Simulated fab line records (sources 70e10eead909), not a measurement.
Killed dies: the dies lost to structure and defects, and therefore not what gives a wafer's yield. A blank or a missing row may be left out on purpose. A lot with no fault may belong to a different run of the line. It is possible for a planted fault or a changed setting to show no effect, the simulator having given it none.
Chamber matching | flow nand_harc | NHARC_P_M2_CMP_23 on cmp-03: 4 sister chambers
The step polishes, t overpolish 20 s, target thk 144.3 nm. 7 wafers are shown with their chamber, then 7 later ones without.

EACH WAFER AND ITS CHAMBER
wafer  | chamber | motor_current_A (A) | time_to_endpoint_s (s)
L483.2 | 0       | 12.3                | 26
L483.3 | 2       | 11.2                | 31
L487.1 | 1       | 11.3                | 30
L487.2 | 2       | 11.4                | 31
L487.3 | 3       | 13.3                | 30
L495.2 | 3       | 13.6                | 29
L495.4 | 1       | 11.0                | 30

WAFERS MISSING THEIR CHAMBER
wafer  | motor_current_A (A) | time_to_endpoint_s (s)
L495.6 | 12.7                | 25
L499.1 | 13.3                | 30
L499.2 | 12.1                | 32
L499.3 | 11.0                | 29
L498.3 | 13.1                | 30
L498.5 | 11.6                | 29
L498.6 | 10.9                | 32

WHICH CHAMBER EACH ONE RAN IN
wafer  | from the rows above     | in truth
L495.6 | 0                       | 0
L499.1 | 3                       | 3
L499.2 | 2                       | 2
L499.3 | 1                       | 1
L498.3 | 3                       | 3
L498.5 | can't be placed: 1 or 2 | 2
L498.6 | can't be placed: 2 or 1 | 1
Correct placement for 5 of the 7. Unplaceable from these rows: 2, with the true chamber sitting among the candidates in 2. Placed wrongly: 0.
How it was worked out, from the rows above alone: a wafer's distance from a chamber is the root of the sum, over the readings, of the square of ((its reading less the chamber's mean) divided by the reading's scatter). The wafer belongs to the nearest chamber; if the next one is less than 2 further off, it can't be placed. The mean given for a chamber averages the wafers shown for that chamber. The scatter is the square root of a quotient: the sum, over the shown wafers, of each reading's squared deviation from its chamber's mean, divided by wafers minus chambers.
